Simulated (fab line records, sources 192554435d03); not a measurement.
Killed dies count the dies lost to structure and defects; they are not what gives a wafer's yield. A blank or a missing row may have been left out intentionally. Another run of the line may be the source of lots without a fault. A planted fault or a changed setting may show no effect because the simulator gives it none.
A lot that was struck, set against a sound lot :: flow n5Finfet :: 15 steps out of a route of 1938
Sound: these wafers, L638.1, L638.4, L638.6. Struck: wafer L645.6. (L645.1 of the same lot was not struck and is left out.) The cause comes at the end.
Each step with rows lists, per side, the tool, then ch with its chambers, then its first start. Under that, the readings that differ: sound wafers :: struck wafers :: difference of the means :: sigmas: that difference in standard deviations of wafers without a fault.
alike: readings with means less than 2 such deviations apart, plus words and numbers identical on both sides. not compared: withheld readings, readings lacking a value on some wafer, bounds such as >300 that could conceal the same value, and numbers that have no deviation in the record and whose values overlap.
The two part at a step that has a row with sigmas, a row that says differs or no value, or rows on one side only. When numbers do not overlap yet have no deviation, they are printed without sigmas and do not part them. A reading missing from all wafers of one side parts the sides only when that side holds two or more wafers.

first, 8 steps without rows for these wafers: N5_BEOL_M15_COAT_58 (time 60 s, resist thk 89 nm); N5_BEOL_M15_COAT_04 (resist thk 800 nm); N5_BEOL_M15_EBR_06; N5_BEOL_M15_SOFTBAKE_05 (time 60 s); N5_BEOL_M15_EXPOSE_07 (exposes mask V14); N5_BEOL_M15_PEB_08 (peb time 90 s); N5_BEOL_M15_DEVELOP_09 (develop time 45 s); N5_BEOL_M15_HARDBAKE_14 (time 120 s).
N5_BEOL_M15_CD_MEAS_10: the cd target is 360 nm.
  sound on cdSem-02 ch 0, day 13 12:45; struck on cdSem-01 ch 0, day 14 10:46
  alike: cdNm
N5_BEOL_M15_OVL_MEAS_11:
  sound on overlay-01 ch 0, day 13 12:47; struck on overlay-01 ch 0, day 14 10:48
  alike: V14_OVL
N5_BEOL_M15_INSPECT_12: inspects for defects (macro).
  sound: defectInspect-02 at day 13 12:48; struck: defectInspect-01 at day 14 10:49
  alike: rawDefectCount
N5_BEOL_M15_DESCUM_15: chemistry O2, time 7.9 s.
  sound on rieDiel-04 ch 0,1,3, day 13 12:50; struck on rieDiel-04 ch 1, day 14 10:52
  alike: drypumpMotorCurrentA, oesProductAu, rfVppV, showerheadPlenumPTorr, throttleValvePct
  not compared: rfHoursCounterH
N5_BEOL_M15_ETCH_59: etches BARC in N2/H2, target depth 89 nm, overetch 26.7 nm, time 67.9 s.
  sound on rieDiel-04 ch 0,1,3, day 13 12:52; struck on rieDiel-04 ch 1, day 14 10:53
reading: model.coat_of_BEOL_M15_COAT_04.thkNm (nm)
sound: 717 712.8 715.8
struck: 732.2
difference: +17.0
sigmas: 
  alike: drypumpMotorCurrentA, n2FlowSccm, oesProductAu, rfVppV, showerheadPlenumPTorr, throttleValvePct
  not compared: rfHoursCounterH
N5_BEOL_M15_VIA_ETCH_16: etches SiO2 in C4F8/O2/Ar, target depth 1792.2 nm.
  sound on rieDiel-04 ch 0,1,3, day 13 12:55; struck on rieDiel-04 ch 1, day 14 10:56
  alike: drypumpMotorCurrentA, heOuterTorr, oes_ar_750_au, oesProductAu, rfVppV, showerheadPlenumPTorr, throttleValvePct
N5_PASSIVATION_PROBE_49:
  sound: prober-02 at day 14 07:51; struck: prober-02 at day 15 07:44
  alike: defectLimitedYield, killed_at_M0_to_M3, killed_at_M4_up, killedAtContacts, killedAtFrontEnd, killedAtOther, killedDies, killedOpen, killedShort, sort_bin_4_leakage, sort_bin_5_function, sort_bin_6_memory, sort_bin_8_speed, sortNPass, sortYieldPct

== WHERE THEY PART ==
Nowhere in this record.

WHY: what had been put in by the simulator
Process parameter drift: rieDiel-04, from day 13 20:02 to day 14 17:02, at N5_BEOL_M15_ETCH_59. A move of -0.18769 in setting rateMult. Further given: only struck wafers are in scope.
